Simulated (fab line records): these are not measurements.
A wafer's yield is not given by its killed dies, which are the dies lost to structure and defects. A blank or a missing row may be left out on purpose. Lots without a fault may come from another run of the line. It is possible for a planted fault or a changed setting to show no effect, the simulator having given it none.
Which tool was responsible? -- flow nand harc -- Sampling: 15 lots, 42 wafers, 5 of 1159 route steps

== WHAT EACH GAUGE READ, for each wafer ==
NHARC_A_SOURCE_PLATE_THK_MEAS_09: measures by ellipsometry. Usual: thk nm 9.7 nm, standard deviation 1.1.
lot,measured,on,thk nm (nm),flag
L465,day 7 09:29,film metro-01,8.7 8.1 8.6,
L467,day 7 20:20,film metro-01,11.4 9.4 11.3,
L471,day 8 08:19,film metro-01,10.4 11.1,
L472,day 8 17:17,film metro-02,9.1 8.8,
L475,day 9 10:23,film metro-01,8.6 9.5,
L479,day 10 02:41,film metro-01,9.0 8.5 10.6,
L478,day 10 02:41,film metro-02,9.6 9.0 9.2,
L480,day 10 17:32,film metro-02,11.9 8.2 9.5,
L481,day 10 23:58,film metro-01,10.2 10.0 8.7,
L482,day 10 23:58,film metro-02,9.7 9.0 8.2,
L483,day 11 20:52,film metro-01,10.3 10.0 9.5,
L485,day 11 20:52,film metro-02,10.6 9.9 9.5,
L486,day 12 05:47,film metro-01,10.3 9.1 8.0,
L487,day 12 05:47,film metro-02,9.2 10.7 8.5,
L488,day 12 14:59,film metro-01,10.0 9.5 10.0,

NHARC_A_ONON_D1_THK_MEAS_21: measures by ellipsometry. Usual: thk nm 997 nm, standard deviation 10.
lot,measured,on,thk nm (nm),flag
L465,day 8 13:13,film metro-02,981 982 981,
L467,day 8 19:49,film metro-01,977 976 976,
L471,day 9 07:48,film metro-01,1504 1003,OFF
L472,day 9 17:21,film metro-02,1510 1009,OFF
L475,day 10 09:41,film metro-02,1507 1003,OFF
L479,day 11 03:24,film metro-02,1011 1008 1008,
L478,day 11 03:32,film metro-02,989 991 989,
L480,day 11 21:08,film metro-01,990 990 990,
L481,day 12 00:19,film metro-01,1004 1003 1004,
L482,day 12 00:20,film metro-02,989 992 990,
L483,day 12 18:25,film metro-02,1006 1004 1004,
L485,day 12 18:25,film metro-01,1010 1010 1011,
L486,day 13 05:29,film metro-02,997 998 995,
L487,day 13 05:32,film metro-01,1002 1001 1002,
L488,day 13 14:39,film metro-02,992 991 990,

NHARC_A_ONON_D1_THK_MEAS_24: measures by ellipsometry. Usual: thk nm 998 nm, standard deviation 10.
lot,measured,on,thk nm (nm),flag
L465,day 8 13:47,film metro-01,999 996 1000,
L467,day 8 20:23,film metro-02,1005 1007 1007,
L471,day 9 08:22,film metro-01,1019 1018,
L472,day 9 17:55,film metro-01,995 996,
L475,day 10 10:17,film metro-01,1003 1004,
L479,day 11 03:58,film metro-02,984 982 983,
L478,day 11 04:07,film metro-01,996 995 992,
L480,day 11 21:42,film metro-02,1022 1020 1020,
L481,day 12 00:53,film metro-02,990 989 988,
L482,day 12 00:54,film metro-01,989 989 989,
L483,day 12 18:59,film metro-02,997 997 997,
L485,day 12 18:59,film metro-02,980 980 977,
L486,day 13 06:03,film metro-02,1004 1003 1005,
L487,day 13 06:08,film metro-01,985 984 985,
L488,day 13 15:13,film metro-02,1001 1000 1000,

== WHICH TOOL RAN EACH LOT (tool, then ch and the chambers of the sampled wafers, then the start) ==
lot,NHARC_A_ZERO_WELL_ETCH_19,NHARC_A_ONON_D1_DEP_19
L465,"rie diel-06 ch 0,1,3, day 7 03:16","pecvd onon-04 ch 0, day 8 12:46"
L467,"rie diel-03 ch 0,1,2, day 7 10:46","pecvd onon-04 ch 0, day 8 19:22"
L471,"rie diel-04 ch 1,2, day 7 23:38","pecvd onon-04 ch 0, day 9 07:20"
L472,"rie diel-03 ch 0,3, day 8 08:55","pecvd onon-04 ch 0, day 9 16:54"
L475,"rie diel-06 ch 0,2, day 9 01:44","pecvd onon-04 ch 0, day 10 09:11"
L479,"rie diel-03 ch 0,3, day 9 14:52","pecvd onon-02 ch 0, day 11 02:53"
L478,"rie diel-06 ch 1,2,3, day 9 20:02","pecvd onon-03 ch 0, day 11 03:02"
L480,"rie diel-06 ch 0,3, day 10 08:20","pecvd onon-03 ch 0, day 11 20:44"
L481,"rie diel-06 ch 0,1,3, day 10 15:18","pecvd onon-02 ch 0, day 11 23:49"
L482,"rie diel-04 ch 0,1,3, day 10 16:41","pecvd onon-03 ch 0, day 11 23:49"
L483,"rie diel-04 ch 0,1,2, day 11 11:45","pecvd onon-04 ch 0, day 12 17:54"
L485,"rie diel-03 ch 0,3, day 11 12:32","pecvd onon-02 ch 0, day 12 17:55"
L486,"rie diel-06 ch 0,2,3, day 11 21:06","pecvd onon-04 ch 0, day 13 05:09"
L487,"rie diel-03 ch 0,3, day 11 21:22","pecvd onon-02 ch 0, day 13 05:01"
L488,"rie diel-03 ch 0,2,3, day 12 03:46","pecvd onon-04 ch 0, day 13 14:08"
- NHARC_A_ZERO_WELL_ETCH_19: etches the open film in N2/H2, target depth 80 nm, overetch 24 nm, time 87.88 s.
- NHARC_A_ONON_D1_DEP_19: target thk 1000 nm.

== WHAT THE TOOLS THEMSELVES READ (means of the sampled wafers that have a number; where no wafer has one, the mark that the record gives instead) ==
NHARC_A_ZERO_WELL_ETCH_19. Usual: bias w 150.0 W, standard deviation 0.44; drypump motor current A 5.77 A, standard deviation 0.28; oes product au 0.998 a.u., standard deviation 0.014; rf vpp V 431.3 V, standard deviation 2.4; showerhead plenum p Torr 2.07 Torr, standard deviation 0.084; throttle valve pct 14.171 %, standard deviation 0.0089.
lot,tool,bias w (W),drypump motor current A (A),oes product au (a.u.),rf vpp V (V),showerhead plenum p Torr (Torr),throttle valve pct (%),flag
L465,rie diel-06,150.4,6.01,0.995,429.9,2.04,14.179,
L467,rie diel-03,150.4,5.47,1.011,432.3,2.08,14.174,
L471,rie diel-04,149.8,5.87,0.988,428.8,1.98,14.188,
L472,rie diel-03,150.1,5.71,1.005,431.8,2.07,14.162,
L475,rie diel-06,149.9,5.82,1.008,435.1,2.19,14.178,
L479,rie diel-03,150.3,5.68,1.003,430.8,2.05,14.177,
L478,rie diel-06,150.0,5.80,0.997,430.5,2.05,14.168,
L480,rie diel-06,150.0,6.04,0.991,431.9,2.10,14.167,
L481,rie diel-06,150.1,6.02,0.987,430.2,2.03,14.165,
L482,rie diel-04,149.6,5.83,0.992,432.0,2.07,14.173,
L483,rie diel-04,150.5,5.82,0.998,429.9,2.02,14.164,
L485,rie diel-03,149.6,5.78,1.024,431.5,2.08,14.175,
L486,rie diel-06,149.6,5.78,0.993,433.5,2.12,14.174,
L487,rie diel-03,149.6,5.79,1.004,432.1,2.08,14.171,
L488,rie diel-03,150.3,5.69,0.993,431.0,2.08,14.166,

NHARC_A_ONON_D1_DEP_19. Usual: susceptor temp C 399.99 C, standard deviation 0.24.
lot,tool,susceptor temp C (C),flag
L465,pecvd onon-04,399.78,
L467,pecvd onon-04,400.19,
L471,pecvd onon-04,399.74,
L472,pecvd onon-04,399.75,
L475,pecvd onon-04,400.03,
L479,pecvd onon-02,399.84,
L478,pecvd onon-03,399.87,
L480,pecvd onon-03,399.54,
L481,pecvd onon-02,400.42,
L482,pecvd onon-03,400.28,
L483,pecvd onon-04,399.94,
L485,pecvd onon-02,399.62,
L486,pecvd onon-04,400.03,
L487,pecvd onon-02,399.90,
L488,pecvd onon-04,400.24,

== THE ANSWER, worked out from the rows above alone ==
Rule: a lot counts as off when the mean over its wafers that have a number is more than 3 standard deviations away from the usual mean. Also off: a lot with no number at a reading for which 4 or more lots have one. All remaining lots with rows at the step are treated as sound. After the gauges, taken in route order, come the tools' own readings; for these a lot's mean is taken, as printed above. At the first step where some lot is off, the reading lying furthest off is the one used; lots without a number count as furthest.
Off: L471, L472, L475 (NHARC_A_ONON_D1_THK_MEAS_21, thk nm).
A tool fits if, at a process step before that reading, it ran every lot that is off, and no sound lot after the first of them. The gauges at NHARC_A_ONON_D1_THK_MEAS_21 are tried like those tools. Of those tried, none fits.

== WHAT HAD BEEN PUT IN BY THE SIMULATOR ==
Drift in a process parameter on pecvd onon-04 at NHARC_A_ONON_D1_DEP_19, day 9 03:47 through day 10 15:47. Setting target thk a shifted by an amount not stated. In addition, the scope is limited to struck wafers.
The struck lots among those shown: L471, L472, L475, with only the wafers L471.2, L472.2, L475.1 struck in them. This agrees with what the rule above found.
